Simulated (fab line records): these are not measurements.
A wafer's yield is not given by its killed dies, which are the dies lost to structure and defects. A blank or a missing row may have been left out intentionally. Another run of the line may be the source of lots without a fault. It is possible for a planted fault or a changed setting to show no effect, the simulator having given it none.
The tool behind it: which one?    flow n5 finfet    23 lots with 69 wafers sampled at 6 steps, on a route of 1938 steps

## WHAT THE GAUGES SHOWED, per wafer
N5_BEOL_M6_OVL_MEAS_12. Usual: M6_OVL typically reads -0.1 nm, with standard deviation 0.81.
lot   measured      on          M6_OVL (nm)     flag
L074  day 8 23:41   overlay-02  -0.4 0.1 -1.2   
L075  day 9 15:28   overlay-02  0.4 0.0 0.6     
L077  day 9 17:15   overlay-02  -1.0 0.6 1.1    
L076  day 9 19:11   overlay-01  -0.6 0.8 -0.2   
L078  day 9 23:47   overlay-02  0.5 1.2 0.1     
L079  day 10 02:30  overlay-02  0.3 -0.2 -0.7   
L081  day 11 10:31  overlay-01  0.2 0.3 0.7     
L082  day 11 11:59  overlay-01  -0.8 -0.1 0.7   
L083  day 11 14:59  overlay-02  0.1 -0.1 -0.3   
L080  day 11 16:47  overlay-01  0.0 -1.0 -0.1   
L084  day 11 19:14  overlay-02  -0.2 -0.8 -0.2  
L085  day 11 22:53  overlay-01  -0.5 -1.0 -0.2  
L086  day 12 11:43  overlay-01  -0.8 -0.4 -1.1  
L090  day 12 15:01  overlay-01  0.0 -1.8 -1.1   
L087  day 13 09:53  overlay-01  1.7 -0.5 1.6    
L088  day 13 17:19  overlay-01  -0.6 -0.3 -0.1  
L089  day 13 18:41  overlay-02  -0.7 -0.6 -0.7  
L091  day 13 22:11  overlay-01  0.3 1.1 -0.4    
L092  day 14 17:11  overlay-01  0.1 -0.2 0.2    
L094  day 15 09:42  overlay-01  -0.2 0.7 -0.1   
L093  day 15 15:02  overlay-02  1.7 1.5 -0.2    
L095  day 15 21:41  overlay-02  -1.9 -0.7 -1.4  
L096  day 15 22:55  overlay-02  -0.9 -0.1 -1.8  

N5_BEOL_M6_CD_MEAS_18: pitch 80 nm, target cd 40 nm. Usual: 40.3 nm for cd nm, sd 0.64.
lot   measured      on         cd nm (nm)      flag
L074  day 9 00:16   cd sem-01  40.3 39.6 39.7  
L075  day 9 15:59   cd sem-01  41.1 39.7 39.7  
L077  day 9 17:47   cd sem-02  42.2 40.0 41.3  
L076  day 9 20:29   cd sem-03  40.7 39.6 40.7  
L078  day 10 00:19  cd sem-03  39.6 41.4 40.0  
L079  day 10 03:02  cd sem-01  40.0 39.6 39.3  
L081  day 11 11:02  cd sem-03  40.6 40.2 40.1  
L082  day 11 12:30  cd sem-01  41.4 41.4 40.8  
L083  day 11 15:35  cd sem-01  39.0 39.5 40.1  
L080  day 11 17:28  cd sem-02  40.3 40.1 40.0  
L084  day 11 19:45  cd sem-01  40.8 40.3 40.8  
L085  day 11 23:37  cd sem-03  40.1 41.5 40.1  
L086  day 12 12:14  cd sem-01  40.2 40.1 39.4  
L090  day 12 15:32  cd sem-02  40.4 40.5 39.8  
L087  day 13 10:25  cd sem-03  40.3 40.6 40.7  
L088  day 13 17:52  cd sem-03  40.8 41.0 41.1  
L089  day 13 19:12  cd sem-02  40.5 40.3 40.4  
L091  day 13 22:53  cd sem-03  40.3 40.9 40.4  
L092  day 14 17:52  cd sem-01  40.3 41.9 41.4  
L094  day 15 10:13  cd sem-03  39.4 39.9 39.3  
L093  day 15 15:33  cd sem-03  41.2 40.5 40.9  
L095  day 15 22:12  cd sem-02  41.0 40.8 40.2  
L096  day 15 23:30  cd sem-01  41.1 39.3 40.4  

## EACH LOT AND THE TOOL THAT RAN IT (in order: tool; ch and the chambers of the sampled wafers; start)
lot   N5_BEOL_M5_DESCUM_33                N5_BEOL_M5_ETCH_67                  N5_BEOL_M5_SPUTTER_81         N5_BEOL_M6_STRIP_67
L074  rie diel-06 ch 0,1,3, day 8 13:37   rie diel-06 ch 0,1,3, day 8 13:40   pvd sputter-02, day 8 16:47   rie diel-04 ch 0,1, day 9 00:02
L075  rie diel-06 ch 0,1,2, day 9 02:15   rie diel-06 ch 0,1,2, day 9 02:18   pvd sputter-02, day 9 06:01   rie diel-01 ch 0,1,3, day 9 15:46
L077  rie diel-06 ch 0,1,3, day 9 08:35   rie diel-06 ch 0,1,3, day 9 08:38   pvd sputter-01, day 9 11:31   rie diel-03 ch 2,3, day 9 17:33
L076  rie diel-05 ch 0,1,2, day 9 08:59   rie diel-05 ch 0,1,2, day 9 09:02   pvd sputter-03, day 9 12:55   rie diel-03 ch 0,2, day 9 20:16
L078  rie diel-05 ch 0,1, day 9 13:03     rie diel-05 ch 0,1, day 9 13:06     pvd sputter-02, day 9 16:55   rie diel-03 ch 0,2,3, day 10 00:05
L079  rie diel-02 ch 0,1,3, day 9 16:20   rie diel-02 ch 0,1,3, day 9 16:23   pvd sputter-03, day 9 19:36   rie diel-01 ch 0,3, day 10 02:49
L081  rie diel-06 ch 0,2,3, day 11 01:15  rie diel-06 ch 0,2,3, day 11 01:18  pvd sputter-01, day 11 04:17  rie diel-01 ch 0,1,3, day 11 10:49
L082  rie diel-02 ch 1,2,3, day 11 01:21  rie diel-02 ch 1,2,3, day 11 01:24  pvd sputter-02, day 11 05:39  rie diel-04 ch 0,1,2, day 11 12:17
L083  rie diel-06 ch 2,3, day 11 01:44    rie diel-06 ch 2,3, day 11 01:47    pvd sputter-03, day 11 05:47  rie diel-01 ch 0,1, day 11 15:22
L080  rie diel-05 ch 0,1, day 11 07:29    rie diel-05 ch 0,1, day 11 07:32    pvd sputter-03, day 11 10:28  rie diel-04 ch 0,1, day 11 17:11
L084  rie diel-02 ch 1,2,3, day 11 09:38  rie diel-02 ch 1,2,3, day 11 09:40  pvd sputter-01, day 11 12:38  rie diel-01 ch 0,1,3, day 11 19:32
L085  rie diel-05 ch 1,2, day 11 10:10    rie diel-05 ch 1,2, day 11 10:13    pvd sputter-03, day 11 14:53  rie diel-03 ch 1,2,3, day 11 23:14
L086  rie diel-06 ch 0,1,3, day 12 03:17  rie diel-06 ch 0,1,3, day 12 03:20  pvd sputter-02, day 12 06:05  rie diel-01 ch 0,3, day 12 12:01
L090  rie diel-02 ch 1,2,3, day 12 06:36  rie diel-02 ch 1,2,3, day 12 06:40  pvd sputter-01, day 12 09:25  rie diel-03 ch 0,1,2, day 12 15:19
L087  rie diel-02 ch 0,1,3, day 12 23:38  rie diel-02 ch 0,1,3, day 12 23:41  pvd sputter-02, day 13 02:40  rie diel-04 ch 1,3, day 13 10:11
L088  rie diel-05 ch 0,1,3, day 13 05:44  rie diel-05 ch 0,1,3, day 13 05:47  pvd sputter-03, day 13 10:17  rie diel-01 ch 1,2,3, day 13 17:37
L089  rie diel-02 ch 0,3, day 13 08:41    rie diel-02 ch 0,3, day 13 08:44    pvd sputter-01, day 13 12:11  rie diel-03 ch 0,2,3, day 13 18:58
L091  rie diel-05 ch 1,3, day 13 08:52    rie diel-05 ch 1,3, day 13 08:55    pvd sputter-03, day 13 14:43  rie diel-03 ch 1,2, day 13 22:39
L092  rie diel-06 ch 0,2,3, day 14 06:28  rie diel-06 ch 0,2,3, day 14 06:31  pvd sputter-03, day 14 09:50  rie diel-01 ch 0,1,3, day 14 17:33
L094  rie diel-02 ch 0,2,3, day 14 21:56  rie diel-02 ch 0,2,3, day 14 21:59  pvd sputter-03, day 15 00:56  rie diel-01 ch 1,2,3, day 15 10:00
L093  rie diel-05 ch 0,2,3, day 15 02:17  rie diel-05 ch 0,2,3, day 15 02:20  pvd sputter-01, day 15 08:58  rie diel-03 ch 0,2,3, day 15 15:20
L095  rie diel-06 ch 1,2, day 15 09:29    rie diel-06 ch 1,2, day 15 09:33    pvd sputter-02, day 15 14:03  rie diel-04 ch 1,2,3, day 15 21:59
L096  rie diel-06 ch 0,1,3, day 15 13:07  rie diel-06 ch 0,1,3, day 15 13:10  pvd sputter-01, day 15 16:55  rie diel-03 ch 0,3, day 15 23:13
- N5_BEOL_M5_DESCUM_33: chemistry O2, time 7 s.
- N5_BEOL_M5_ETCH_67: etches SiARC in CF4, target depth 15.6 nm, time 26 s.
- N5_BEOL_M5_SPUTTER_81: material Cu, target thk 15 nm, time 27.62 s.
- N5_BEOL_M6_STRIP_67: strips in CF4.

## WHAT THE TOOLS THEMSELVES READ (means of the sampled wafers that have a number; where no wafer has one, the mark that the record gives instead)
N5_BEOL_M5_DESCUM_33. Usual: chamber pressure mTorr 19.999 mTorr, standard deviation 0.02; drypump motor current A 6.1 A, standard deviation 0.48; oes product au 0.76 a.u., standard deviation 0.094; rf vpp V 242.9 V, standard deviation 1.4; showerhead plenum p Torr 2.08 Torr, standard deviation 0.075; throttle valve pct 20.47 %, standard deviation 0.24.
lot   tool         chamber pressure mTorr (mTorr)  drypump motor current A (A)  oes product au (a.u.)  rf vpp V (V)  showerhead plenum p Torr (Torr)  throttle valve pct (%)  flag
L074  rie diel-06  19.999                          5.9                          0.80                   243.8         2.11                             20.34                   
L075  rie diel-06  20.010                          6.3                          0.78                   242.0         2.05                             20.35                   
L077  rie diel-06  19.995                          6.0                          0.79                   243.6         2.11                             20.35                   
L076  rie diel-05  20.010                          6.1                          0.78                   243.1         2.07                             20.34                   
L078  rie diel-05  19.975                          5.8                          0.85                   242.6         2.09                             20.16                   
L079  rie diel-02  19.969                          6.3                          0.74                   243.7         2.09                             20.62                   
L081  rie diel-06  19.995                          6.3                          0.76                   242.4         2.10                             20.53                   
L082  rie diel-02  20.010                          6.0                          0.72                   243.1         2.08                             20.56                   
L083  rie diel-06  20.013                          6.3                          0.70                   242.3         2.05                             20.70                   
L080  rie diel-05  20.003                          5.9                          0.82                   243.3         2.08                             20.18                   
L084  rie diel-02  19.984                          6.0                          0.71                   242.6         2.08                             20.56                   
L085  rie diel-05  19.996                          6.1                          0.69                   242.1         2.00                             20.57                   
L086  rie diel-06  20.005                          5.9                          0.78                   243.8         2.10                             20.38                   
L090  rie diel-02  19.986                          6.0                          0.71                   242.5         2.08                             20.56                   
L087  rie diel-02  19.986                          6.3                          0.73                   243.0         2.08                             20.66                   
L088  rie diel-05  20.012                          5.6                          0.75                   242.7         2.06                             20.38                   
L089  rie diel-02  19.982                          6.5                          0.73                   242.3         2.06                             20.75                   
L091  rie diel-05  20.005                          5.5                          0.68                   241.3         2.00                             20.60                   
L092  rie diel-06  20.009                          6.2                          0.86                   244.1         2.18                             20.46                   
L094  rie diel-02  19.996                          6.3                          0.80                   243.1         2.04                             20.56                   
L093  rie diel-05  19.986                          5.9                          0.82                   243.2         2.08                             20.21                   
L095  rie diel-06  19.994                          6.1                          0.81                   242.7         2.08                             20.30                   
L096  rie diel-06  20.007                          6.0                          0.75                   243.1         2.10                             20.42                   

N5_BEOL_M5_ETCH_67. Usual: value, then standard deviation, for each; chamber pressure mTorr 40.00 mTorr / 0.038; drypump motor current A 6.1 A / 0.48; etch rf on time s 26.1 s / 0.85; oes product au 0.65 a.u. / 0.08; rf vpp V 183.9 V / 1.2; showerhead plenum p Torr 2.13 Torr / 0.073; throttle valve pct 15.66 % / 0.24.
lot   tool         chamber pressure mTorr (mTorr)  drypump motor current A (A)  etch rf on time s (s)  oes product au (a.u.)  rf vpp V (V)  showerhead plenum p Torr (Torr)  throttle valve pct (%)  flag
L074  rie diel-06  40.02                           6.0                          26.0                   0.68                   184.6         2.16                             15.50                   
L075  rie diel-06  39.99                           6.3                          26.3                   0.67                   182.7         2.10                             15.55                   
L077  rie diel-06  40.02                           6.0                          26.0                   0.67                   184.4         2.16                             15.51                   
L076  rie diel-05  40.02                           6.2                          26.2                   0.66                   183.8         2.12                             15.59                   
L078  rie diel-05  39.99                           5.9                          26.2                   0.72                   184.5         2.14                             15.42                   
L079  rie diel-02  39.99                           6.2                          26.5                   0.63                   183.8         2.13                             15.73                   
L081  rie diel-06  39.97                           6.2                          25.6                   0.65                   184.4         2.15                             15.73                   
L082  rie diel-02  39.99                           6.0                          26.2                   0.61                   183.3         2.12                             15.73                   
L083  rie diel-06  40.02                           6.3                          25.9                   0.61                   183.4         2.10                             15.91                   
L080  rie diel-05  40.01                           5.9                          26.3                   0.70                   183.4         2.14                             15.45                   
L084  rie diel-02  40.02                           6.0                          26.0                   0.61                   183.2         2.12                             15.74                   
L085  rie diel-05  40.02                           6.0                          27.3                   0.58                   183.3         2.07                             15.89                   
L086  rie diel-06  39.97                           5.9                          25.8                   0.66                   184.3         2.15                             15.54                   
L090  rie diel-02  40.02                           6.0                          26.2                   0.61                   184.0         2.12                             15.75                   
L087  rie diel-02  40.01                           6.2                          26.2                   0.62                   183.7         2.12                             15.78                   
L088  rie diel-05  40.00                           5.6                          27.0                   0.63                   184.1         2.12                             15.69                   
L089  rie diel-02  40.02                           6.6                          26.0                   0.63                   182.5         2.10                             15.83                   
L091  rie diel-05  40.01                           5.5                          27.0                   0.58                   183.0         2.06                             15.93                   
L092  rie diel-06  39.98                           6.2                          25.3                   0.73                   184.3         2.23                             15.62                   
L094  rie diel-02  39.97                           6.3                          25.6                   0.69                   183.9         2.09                             15.67                   
L093  rie diel-05  40.02                           5.9                          25.7                   0.69                   184.4         2.14                             15.46                   
L095  rie diel-06  40.03                           6.1                          26.6                   0.68                   183.8         2.12                             15.46                   
L096  rie diel-06  39.98                           6.0                          26.2                   0.64                   184.2         2.14                             15.59                   

N5_BEOL_M5_SPUTTER_81. Usual: 29.3 % for throttle valve pct, sd 1.1.
lot   tool            throttle valve pct (%)  flag
L074  pvd sputter-02  29.1                    
L075  pvd sputter-02  29.1                    
L077  pvd sputter-01  29.0                    
L076  pvd sputter-03  29.4                    
L078  pvd sputter-02  29.8                    
L079  pvd sputter-03  29.7                    
L081  pvd sputter-01  28.7                    
L082  pvd sputter-02  28.4                    
L083  pvd sputter-03  29.3                    
L080  pvd sputter-03  29.9                    
L084  pvd sputter-01  28.7                    
L085  pvd sputter-03  29.5                    
L086  pvd sputter-02  28.5                    
L090  pvd sputter-01  29.3                    
L087  pvd sputter-02  28.4                    
L088  pvd sputter-03  29.3                    
L089  pvd sputter-01  30.0                    
L091  pvd sputter-03  30.1                    
L092  pvd sputter-03  29.4                    
L094  pvd sputter-03  29.6                    
L093  pvd sputter-01  29.7                    
L095  pvd sputter-02  29.8                    
L096  pvd sputter-01  29.6                    

N5_BEOL_M6_STRIP_67. Usual: chamber pressure mTorr 49.99 mTorr, standard deviation 0.061; drypump motor current A 5.48 A, standard deviation 0.29; oes product au 0.80 a.u., standard deviation 0.09; rf vpp V 271.0 V, standard deviation 1.8; showerhead plenum p Torr 1.79 Torr, standard deviation 0.063; throttle valve pct 13.48 %, standard deviation 0.25.
lot   tool         chamber pressure mTorr (mTorr)  drypump motor current A (A)  oes product au (a.u.)  rf vpp V (V)  showerhead plenum p Torr (Torr)  throttle valve pct (%)  flag
L074  rie diel-04  50.01                           5.65                         0.72                   269.3         1.75                             13.62                   
L075  rie diel-01  50.00                           5.40                         0.76                   270.3         1.76                             13.56                   
L077  rie diel-03  50.02                           5.27                         0.86                   272.6         1.84                             13.47                   
L076  rie diel-03  49.97                           5.52                         0.90                   271.7         1.84                             13.11                   
L078  rie diel-03  49.98                           5.40                         0.87                   273.0         1.84                             13.28                   
L079  rie diel-01  49.98                           5.26                         0.81                   270.2         1.78                             13.46                   
L081  rie diel-01  49.98                           5.40                         0.74                   270.3         1.75                             13.60                   
L082  rie diel-04  50.06                           5.61                         0.77                   270.9         1.75                             13.51                   
L083  rie diel-01  49.96                           5.43                         0.69                   271.1         1.78                             13.67                   
L080  rie diel-04  49.98                           5.66                         0.70                   270.7         1.74                             13.64                   
L084  rie diel-01  49.94                           5.40                         0.74                   269.8         1.75                             13.61                   
L085  rie diel-03  50.03                           5.40                         0.87                   273.0         1.85                             13.47                   
L086  rie diel-01  50.01                           5.31                         0.74                   270.4         1.80                             13.62                   
L090  rie diel-03  50.00                           5.53                         0.89                   271.7         1.85                             13.29                   
L087  rie diel-04  50.08                           5.67                         0.70                   268.8         1.72                             13.73                   
L088  rie diel-01  49.99                           5.56                         0.83                   271.4         1.78                             13.48                   
L089  rie diel-03  49.97                           5.39                         0.83                   272.4         1.83                             13.35                   
L091  rie diel-03  49.96                           5.54                         0.88                   271.7         1.85                             13.46                   
L092  rie diel-01  50.00                           5.40                         0.90                   271.9         1.82                             13.27                   
L094  rie diel-01  50.00                           5.55                         0.81                   270.1         1.78                             13.53                   
L093  rie diel-03  49.98                           5.40                         0.81                   271.7         1.83                             13.40                   
L095  rie diel-04  49.96                           5.53                         0.83                   270.4         1.81                             13.41                   
L096  rie diel-03  50.02                           5.56                         0.79                   271.7         1.80                             13.41                   

## THE ANSWER, worked out from the rows above alone
Rule: a lot is off if the mean of its wafers that have a number lies more than 3 standard deviations from the usual mean. A lot without any number at a reading at which 4 lots or more have one is off too. Where the step has rows for the other lots, those lots are counted as sound. Order of review: gauges by route order, followed by the tools' own readings, for which a lot's mean as printed above is used. The first step at which some lot is off is used, and at that step the reading that is off furthest; a lot without a number counts as furthest.
No lot is off at any reading shown: from this, nothing can be told.

## WHAT WAS PUT IN BY THE SIMULATOR
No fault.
